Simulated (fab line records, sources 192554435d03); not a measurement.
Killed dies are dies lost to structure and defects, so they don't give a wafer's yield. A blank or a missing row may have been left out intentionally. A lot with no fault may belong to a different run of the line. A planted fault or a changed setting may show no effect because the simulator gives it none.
Lot-split experiment -- flow n5 finfet -- route with 1938 steps; 7 lots, 21 wafers read

ABOUT THE SPLIT
At N5_BEOL_M7_COAT_22 (resist thk 30 nm), the setting spin rpm was moved away from the recipe's 1500 rpm on 8 of the 21 wafers read, by -8.7% to +8.0%. All remaining wafers had this setting at the recipe value.

FROM THE SPLIT TO THE READING: what the file shows between them, 4 steps
- N5_BEOL_M7_EBR_24
- N5_BEOL_M7_SOFTBAKE_23: time 60 s
- N5_BEOL_M7_EXPOSE_25: exposes mask V6, target cd 40 nm
- N5_BEOL_M7_PEB_26: peb time 60 s

THE READING
CAR-EUV_of_BEOL_M7_COAT_22.thk nm (the simulator's own value, which no gauge read), in nm, at N5_BEOL_M7_DEVELOP_27 (develop time 30 s). No usual value for it is given in the file. Across the 13 wafers here that went through the recipe, the average is 29.5 nm and the standard deviation 0.12 nm.

wafer,"tool, chamber at the split","spin rpm as run, rpm",against the recipe,"CAR-EUV_of_BEOL_M7_COAT_22.thk nm, nm",against lot-mates on the recipe
L074.1,"litho track-02, 0",1620,+8.0%,28.2,-1.2
L074.3,"litho track-02, 0",1620,+8.0%,28.4,-1.0
L074.5,"litho track-02, 0",1500,recipe,29.4,-
L076.1,"litho track-01, 0",1500,recipe,29.4,-
L076.4,"litho track-01, 0",1610,+7.3%,28.4,-1.0
L076.5,"litho track-01, 0",1610,+7.3%,28.4,-1.0
L077.1,"litho track-05, 0",1500,recipe,29.4,-
L077.4,"litho track-05, 0",1549,+3.3%,29,-0.4
L077.5,"litho track-05, 0",1549,+3.3%,29,-0.4
L080.1,"litho track-02, 0",1500,recipe,29.4,-
L080.6,"litho track-02, 0",1500,recipe,29.4,-
L080.2,"litho track-02, 0",1500,recipe,29.6,-
L082.1,"litho track-01, 0",1500,recipe,29.6,-
L082.6,"litho track-01, 0",1500,recipe,29.6,-
L082.4,"litho track-01, 0",1500,recipe,29.8,-
L083.4,"litho track-01, 0",1370,-8.7%,31,+1.6
L083.6,"litho track-01, 0",1370,-8.7%,31,+1.6
L083.5,"litho track-01, 0",1500,recipe,29.4,-
L086.3,"litho track-05, 0",1500,recipe,29.6,-
L086.4,"litho track-05, 0",1500,recipe,29.6,-
L086.5,"litho track-05, 0",1500,recipe,29.6,-

THE FIT
A straight line over all 21 wafers: CAR-EUV_of_BEOL_M7_COAT_22.thk nm changes by -0.161 nm for each +1% of spin rpm; r = -0.99; the points scatter about the line by 0.11 nm.
The same after taking each lot's own level away (the mean of its wafers on the recipe; 21 wafers): -0.157 nm for each +1%; r = -0.99; scatter 0.11 nm.
According to that fit, moving spin rpm by its largest amount changes the reading by 1.4 nm.
From 29.40 to 29.67 nm: that is the span of the lots' own levels, equal to 2.1 times the standard deviation above.
The two slopes agree, so the slope changes little with the lot-to-lot level.
Check: for one of the wafers moved furthest among these (-8.7%), held out of the fit, the line's prediction against its lot-mates is +1.35 nm. Against them it came out at +1.6 nm.

ADDITIONAL SPLITS CARRIED BY THESE WAFERS
These wafers also went through other splits before the reading. Each is held against what the fit with the lots' levels taken away leaves over:
other split on the same wafers,wafers away from the commonest value,r with CAR-EUV_of_BEOL_M7_COAT_22.thk nm (lot level and that fit taken away)
N5_BEOL_M6_COAT_59 spin rpm,7,+0.08
N5_BEOL_M7_ETCH_61 source w,7,+0.21

THE WHOLE CHAIN: every reading that the file lists as answering this split, in the file's order
step,what it does,reading,change (the file's fit),r (the file's)
N5_BEOL_M7_COAT_22,resist thk 30 nm,"CAR-EUV_of_BEOL_M7_COAT_22.thk nm (the simulator's own value, which no gauge read)",-0.145 nm for each +1% of the setting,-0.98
N5_BEOL_M7_DEVELOP_27,develop time 30 s,"CAR-EUV_of_BEOL_M7_COAT_22.thk nm (the simulator's own value, which no gauge read)",-0.154 nm for each +1% of the setting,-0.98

FILE'S OWN FIT
CAR-EUV_of_BEOL_M7_COAT_22.thk nm changes by -0.154 nm for each +1% of spin rpm, r = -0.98.
